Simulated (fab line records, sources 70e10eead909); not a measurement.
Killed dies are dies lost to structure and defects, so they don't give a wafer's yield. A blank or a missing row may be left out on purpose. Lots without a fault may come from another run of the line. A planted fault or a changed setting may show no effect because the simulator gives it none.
A struck lot beside a sound one | flow nand_harc | 15 steps out of a route of 1159
Sound: wafers L270.1, L270.2, L270.5. Struck: wafers L273.2, L273.3, L273.6. The cause comes at the end.
At each step with rows: each side's tool, then ch and its chambers, then its first start. Under that, the readings that differ: sound wafers | struck wafers | difference of the means | sigmas: that difference in standard deviations of wafers without a fault.
alike: readings whose means differ by less than 2 such deviations, and words and numbers that are the same on both sides. not compared: withheld readings, readings that some wafer has no value for, bounds like >300 that may hide the same value, and numbers for which the record gives no deviation and whose values overlap.
The two part at a step that has a row with sigmas, a row that says differs or no value, or rows on one side only. Numbers that don't overlap but have no deviation are shown without sigmas and don't part them. A reading that every wafer of one side lacks parts them only if that side has two wafers or more.

first, 4 steps without rows for these wafers: NHARC_THIN_TSV_EBR_29; NHARC_THIN_TSV_EXPOSE_30 (exposes mask PAD); NHARC_THIN_TSV_PEB_31 (peb time 85 s); NHARC_THIN_TSV_DEVELOP_32 (time 70 s).
NHARC_THIN_TSV_CD_MEAS_33: target cd 5000 nm.
  sound on cd_sem-01 ch 0, day 20 10:08; struck on cd_sem-02 ch 0, day 21 12:21
  alike: cd_nm
then, 1 step without rows for these wafers: NHARC_THIN_TSV_HARDBAKE_34 (time 80 s).
NHARC_THIN_TSV_DESCUM_35: chemistry O2, time 3 s.
  sound on rie_diel-02 ch 1,2,3, day 20 10:19; struck on rie_diel-08 ch 0,1,2, day 21 12:32
  alike: drypump_motor_current_A, oes_product_au, rf_vpp_V, showerhead_plenum_p_Torr, throttle_valve_pct
  not compared: rf_hours_counter_h
NHARC_THIN_TSV_ETCH_59: etches the open film in Cl2/BCl3, target depth 880 nm, time 138.1 s.
  sound on rie_metal-01 ch 0,1, day 20 10:26; struck on rie_metal-01 ch 0, day 21 12:41
  alike: drypump_motor_current_A, he_backside_leak_sccm, oes_product_au, throttle_valve_pct
  not compared: rf_hours_counter_h
NHARC_THIN_TSV_ETCH_36: etches the open film in Cl2/BCl3, target depth 65 nm, time 18.571 s.
  sound on rie_metal-01 ch 0,1, day 20 10:41; struck on rie_metal-01 ch 0,1, day 21 12:58
  alike: drypump_motor_current_A, he_backside_leak_sccm, oes_product_au
  not compared: rf_hours_counter_h
NHARC_THIN_TSV_STRIP_56: strips in O2.
  sound on plasma_asher-01 ch 0,1, day 20 10:47; struck on plasma_asher-02 ch 0,1, day 21 13:07
  alike: drypump_motor_current_A, heater_power_w, rf_refl_power_W
  not compared: rf_hours_counter_h
then, 1 step without rows for these wafers: NHARC_THIN_TSV_STRIP_57 (strips in post etch residue remover, time 1200 s).
NHARC_THIN_TSV_CD_MEAS_37:
  sound on cd_sem-02, day 20 11:35; struck on cd_sem-02, day 21 13:52
  alike: cd_nm
NHARC_THIN_TSV_ANNEAL_58: time 1800 s.
  sound on furnace-03 ch 0, day 20 14:35; struck on furnace-03 ch 0, day 21 17:35
  reading                   | sound             | struck            | difference | sigmas
  spike_tc_bottom_C (C)     | 420.7 418.6 421.9 | 446.4 448.3 447.7 | +27.1      | +13
  spike_tc_centre_C (C)     | 400.1 401.9 402.0 | 428.3 426.8 428.8 | +26.6      | +20
  spike_tc_lower_C (C)      | 400.6 400.3 399.9 | 427.4 427.7 428.0 | +27.4      | +29
  spike_tc_top_C (C)        | 429.2 428.6 430.0 | 453.9 454.9 453.3 | +24.8      | +13
  spike_tc_upper_C (C)      | 402.2 402.3 403.1 | 429.3 428.3 428.9 | +26.3      | +20
  zone_power_bottom_pct (%) | 6.8 6.9 6.8       | 7.8 7.8 7.6       | +0.9       | +2
NHARC_THIN_TSV_INSPECT_40:
  sound on defect_inspect-02, day 20 16:01; struck on defect_inspect-02, day 21 19:03
  alike: raw_defect_count
NHARC_END_SORT_01:
  the record has rows for the struck wafers here (prober-02 ch 0, day 21 22:51) and none for the sound ones

WHERE THEY PART
First at NHARC_THIN_TSV_ANNEAL_58; last, within this record, at NHARC_END_SORT_01.

WHY: what the simulator had put in
Process parameter drift: furnace-03, from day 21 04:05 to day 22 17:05, at NHARC_THIN_TSV_ANNEAL_58. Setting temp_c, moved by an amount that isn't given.
